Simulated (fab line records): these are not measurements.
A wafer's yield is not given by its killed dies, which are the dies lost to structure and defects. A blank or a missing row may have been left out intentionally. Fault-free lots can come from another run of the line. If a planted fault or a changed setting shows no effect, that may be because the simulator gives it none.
Chamber matching | flow n5 finfet | N5_BEOL_M9_ETCH_62 on rie diel-04 has 4 sister chambers
The step etches SOC in N2/H2, target depth 110 nm, overetch 22 nm, time 165 s. 4 wafers are shown with their chamber, then 7 later ones without.

## WAFERS, EACH WITH ITS CHAMBER
wafer  | chamber | showerhead plenum p Torr (Torr)
L081.5 | 3       | 2.55
L080.3 | 0       | 2.53
L086.2 | 1       | 2.45
L086.4 | 2       | 2.41

## WAFERS MISSING THEIR CHAMBER
wafer  | showerhead plenum p Torr (Torr)
L086.5 | 2.41
L093.1 | 2.44
L093.2 | 2.52
L093.6 | 2.54
L094.2 | 2.44
L094.3 | 2.52
L094.6 | 2.52

## WHICH CHAMBER EACH ONE RAN IN
wafer  | from the rows above     | in truth
L086.5 | 2                       | 2
L093.1 | 1                       | 1
L093.2 | 0                       | 0
L093.6 | can't be placed: 3 or 0 | 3
L094.2 | 1                       | 1
L094.3 | 0                       | 0
L094.6 | 0                       | 0
6 of 7 placed correctly. These rows do not allow placing 1 (true chamber among the candidates in 1). Wrongly placed: 0.
How it was worked out, from the rows above alone: a wafer's distance from a chamber is the root of the sum, over the readings, of the square of ((its reading less the chamber's mean) divided by the reading's scatter). If the next closest chamber is less than 2 further off than the closest, the wafer can't be placed; otherwise it belongs to the closest. A chamber's mean is the mean of its shown wafers. The scatter (one wafer shown for each chamber): square how far every hidden wafer sits from the nearest shown wafer, average those squares and take the square root.
